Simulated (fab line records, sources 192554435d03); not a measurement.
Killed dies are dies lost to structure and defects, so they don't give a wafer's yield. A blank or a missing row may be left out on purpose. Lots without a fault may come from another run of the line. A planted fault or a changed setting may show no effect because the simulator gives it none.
Split-lot experiment | flow n5_finfet | 7 lots, 21 wafers read, on a route of 1938 steps

THE SPLIT
At N5_PASSIVATION_PECVD_01 (deposits SiNx from SiH4/NH3/N2, target thk 200 nm, time 43.2 s), the setting time_s was moved away from the recipe's 43.2 s on 9 of the 21 wafers read, by -11.3% to +10.7%. The other wafers ran this setting at the recipe's value.

The reading is taken at the split's own step.

THE READING
SiNx_of_PASSIVATION_PECVD_01.thk_nm (the simulator's own value, which no gauge read), in nm, at N5_PASSIVATION_PECVD_01 (deposits SiNx from SiH4/NH3/N2, target thk 200 nm, time 43.2 s). The file gives no usual value for it. The 12 wafers here that ran the recipe average 200.8 nm, standard deviation 2.5 nm.

wafer  | tool, chamber at the split | time_s as run, s | against the recipe | SiNx_of_PASSIVATION_PECVD_01.thk_nm, nm | against lot-mates on the recipe
L074.2 | pecvd-02, 1                | 43.2             | recipe             | 202.6                                   | -
L074.3 | pecvd-02, 0                | 40.67            | -5.9%              | 189                                     | -13.4
L074.4 | pecvd-02, 0                | 43.2             | recipe             | 202.2                                   | -
L076.1 | pecvd-04, 1                | 38.31            | -11.3%             | 177.4                                   | -21.6
L076.2 | pecvd-04, 0                | 43.2             | recipe             | 199                                     | -
L076.5 | pecvd-04, 2                | 38.31            | -11.3%             | 177.2                                   | -21.8
L084.3 | pecvd-04, 1                | 40.92            | -5.3%              | 188                                     | -11.8
L084.5 | pecvd-04, 0                | 40.92            | -5.3%              | 189.8                                   | -10.0
L084.6 | pecvd-04, 2                | 43.2             | recipe             | 199.8                                   | -
L085.1 | pecvd-01, 0                | 43.2             | recipe             | 198.2                                   | -
L085.5 | pecvd-01, 0                | 43.2             | recipe             | 202.2                                   | -
L085.6 | pecvd-01, 1                | 43.2             | recipe             | 202.8                                   | -
L093.2 | pecvd-01, 2                | 47.82            | +10.7%             | 224.4                                   | +20.2
L093.3 | pecvd-01, 0                | 47.82            | +10.7%             | 220.8                                   | +16.6
L093.4 | pecvd-01, 0                | 43.2             | recipe             | 204.2                                   | -
L092.1 | pecvd-04, 0                | 43.2             | recipe             | 197.2                                   | -
L092.2 | pecvd-04, 2                | 43.2             | recipe             | 196                                     | -
L092.3 | pecvd-04, 0                | 43.2             | recipe             | 202.2                                   | -
L091.1 | pecvd-02, 2                | 47.18            | +9.2%              | 218.6                                   | +16.0
L091.5 | pecvd-02, 2                | 43.2             | recipe             | 202.6                                   | -
L091.6 | pecvd-02, 1                | 47.18            | +9.2%              | 219.6                                   | +17.0

THE FIT
A straight line over all 21 wafers: SiNx_of_PASSIVATION_PECVD_01.thk_nm changes by +2.05 nm for each +1% of time_s; r = +0.99; the points scatter about the line by 2.1 nm.
The same after taking each lot's own level away (the mean of its wafers on the recipe; 21 wafers): +1.86 nm for each +1%; r = +0.99; scatter 1.7 nm.
On that fit, the largest move of time_s shifts the reading by 21 nm.
The lots' own levels span 198.47 to 204.20 nm, that is 2.3 times the standard deviation above.
So the lot-to-lot level changes the slope: the two fits differ.
Check: with one of the wafers moved furthest among these (-11.3%) left out of the fit, the line predicts -21.5 nm for it against its lot-mates. It came out at -21.6 nm against them.

OTHER SPLITS ON THESE WAFERS
These wafers also went through other splits before the reading. Each is held against what the fit with the lots' levels taken away leaves over:
other split on the same wafers | wafers away from the commonest value | r with SiNx_of_PASSIVATION_PECVD_01.thk_nm (lot level and that fit taken away)
N5_MIM_BOT_SPUTTER_00 power_w  | 5                                    | +0.14

THE FILE'S OWN FIT
SiNx_of_PASSIVATION_PECVD_01.thk_nm changes by +1.88 nm for each +1% of time_s, r = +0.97.
